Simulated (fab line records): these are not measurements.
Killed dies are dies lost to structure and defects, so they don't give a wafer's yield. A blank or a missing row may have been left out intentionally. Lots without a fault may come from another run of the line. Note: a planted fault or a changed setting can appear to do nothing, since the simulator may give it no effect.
Code-filled problem report in 8D (eight disciplines) form :: flow n5 finfet :: the parts of the form that need people (team, actions taken, sign-off) are left out

== 1. THE PROBLEM ==
Wafers free of any fault read 5.49e-05 nA/um (standard deviation 1.8e-06) for IOFF_N_LONG at N5_BEOL_M4_RC_MEAS_101, against a mean of 2.94e-04 nA/um on 4 wafers of 3 lots. That is +99 or more standard deviations from the usual mean.
First seen on wafer L188.4, day 10 20:10, on prober-02. The record holds 13 wafers of 5 lots with a number at this step. Rule for "out" (also "out of limits"): further than 4 standard deviations from the usual mean. The other wafers with a number count as sound.

== 2. WHAT IT IS, AND WHAT IT ISN'T ==
question: which readings at this step
is: IOFF_N_LONG, IOFF_N, IOFF_N_85C, IOFF_N_LIN, IOFF_P_LONG, ION_N, VT_N, VT_N_LONG, VT_N_LVT, VT_P_LONG
is not: DIBL_N, DIBL_P, SS_N, SS_P

question: which lots
is: L188, L189, L190
is not: L182, L192

question: which wafers of those lots
is: L188.4, L189.2, L189.5, L190.4
is not: L188.5, L189.4, L190.5

question: read on which gauges
is: prober-01, prober-02
is not: -

question: when
is: from day 10 20:10
is not: up to then (4 sound wafers); but 5 sound wafers of L189, L190, L192 came after

== 3. SUSPECTS, AND WHAT RULES EACH OUT ==
Counting: a tool at a process step up to the reading stays a suspect if it ran every lot that is out. Sound lots after the first of them don't rule it out here, since some wafers of a struck lot are sound.
- the gauge at N5_BEOL_M4_RC_MEAS_101 is ruled out. 2 gauges (prober-01, prober-02) read the wafers that are out.
- ald metal-03 at N5_HKMG_FIN_NWFM_ALD_20 (deposits TiAlC, target thk 2 nm, pulse time 3 s, purge time 2 s): kept. Ran every lot that is out, first one L188 (day 5 21:24); last sound lot up to then L182 (day 4 16:19).
- ald metal-03, N5_HKMG_FIN_NWFM_ALD_20: wafers that are out in chamber 0, sound lot-mates in chambers 1, 2.
After counting, what remains is ald metal-03 at N5_HKMG_FIN_NWFM_ALD_20.

== 4. THE CAUSE (what the simulator had put in) ==
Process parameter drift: ald metal-03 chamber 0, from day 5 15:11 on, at N5_HKMG_FIN_NWFM_ALD_20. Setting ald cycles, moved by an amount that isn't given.
Only this tool survived the counting.

== 5. THE CHAIN OF EFFECTS, in route order ==
Each row: a reading where the mean over the struck wafers with a number is more than 3 standard deviations away from the usual. Only readings whose record carries a usual standard deviation are examined. hours: median over the lots of the time between each lot's start at the first step of this table that gives one and its start at this step. sigmas: the change, counted in usual standard deviations.
hours: 0
step: N5_BEOL_M4_RC_MEAS_101
reading: IOFF_N
usual: 0.16 nA/um
on struck wafers: 1.27
change: +1.11
sigmas: +32

hours: 0
step: N5_BEOL_M4_RC_MEAS_101
reading: IOFF_N_85C
usual: 3.1 nA/um
on struck wafers: 17.8
change: +14.7
sigmas: +26

hours: 0
step: N5_BEOL_M4_RC_MEAS_101
reading: IOFF_N_LIN
usual: 0.073 nA/um
on struck wafers: 0.580
change: +0.507
sigmas: +39

hours: 0
step: N5_BEOL_M4_RC_MEAS_101
reading: IOFF_N_LONG
usual: 5.49e-05 nA/um
on struck wafers: 2.94e-04
change: +2.39e-04
sigmas: +99 or more

hours: 0
step: N5_BEOL_M4_RC_MEAS_101
reading: IOFF_P_LONG
usual: 0.000105 nA/um
on struck wafers: 0.000068
change: -0.000037
sigmas: -5.4

hours: 0
step: N5_BEOL_M4_RC_MEAS_101
reading: ION_N
usual: 672 uA/um
on struck wafers: 796
change: +124
sigmas: +9.5

hours: 0
step: N5_BEOL_M4_RC_MEAS_101
reading: VT_N
usual: 250 mV
on struck wafers: 192
change: -58
sigmas: -17

hours: 0
step: N5_BEOL_M4_RC_MEAS_101
reading: VT_N_LONG
usual: 275.3 mV
on struck wafers: 217.8
change: -57.6
sigmas: -30

hours: 0
step: N5_BEOL_M4_RC_MEAS_101
reading: VT_N_LVT
usual: 99 mV
on struck wafers: 40
change: -58
sigmas: -16

hours: 0
step: N5_BEOL_M4_RC_MEAS_101
reading: VT_P
usual: -251 mV
on struck wafers: -260
change: -9
sigmas: -3.1

hours: 0
step: N5_BEOL_M4_RC_MEAS_101
reading: VT_P_LONG
usual: -275.6 mV
on struck wafers: -294.5
change: -18.9
sigmas: -7.3

hours: 0
step: N5_BEOL_M4_RC_MEAS_101
reading: VT_P_LVT
usual: -99.1 mV
on struck wafers: -109.5
change: -10.5
sigmas: -3.9

hours: 104
step: N5_PASSIVATION_PROBE_49
reading: sort_bin_4_leakage
usual: 0.00 %
on struck wafers: 92.66
change: +92.66
sigmas: +99 or more

hours: 104
step: N5_PASSIVATION_PROBE_49
reading: sort n pass
usual: 1077
on struck wafers: 0
change: -1077
sigmas: -63

hours: 104
step: N5_PASSIVATION_PROBE_49
reading: sort yield pct
usual: 91.2 %
on struck wafers: 0.0
change: -91.2
sigmas: -65
It contains these process steps:
- N5_PASSIVATION_PROBE_49

== 6. HOW IT WOULD HAVE BEEN CAUGHT EARLIER ==
In this record the first reading out of limits at a measuring or inspecting step was taken at day 10 20:10, 125 hours after the fault began at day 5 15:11.
An alarm limit of 4 standard deviations would not have fired on the tool readings at N5_HKMG_FIN_NWFM_ALD_20 for which the record gives a usual standard deviation, since none of them was out on any struck wafer.
All the lots that are out (3) had begun N5_HKMG_FIN_NWFM_ALD_20 on ald metal-03 by day 10 20:10. Tool hold at that time: it would have spared none of them.
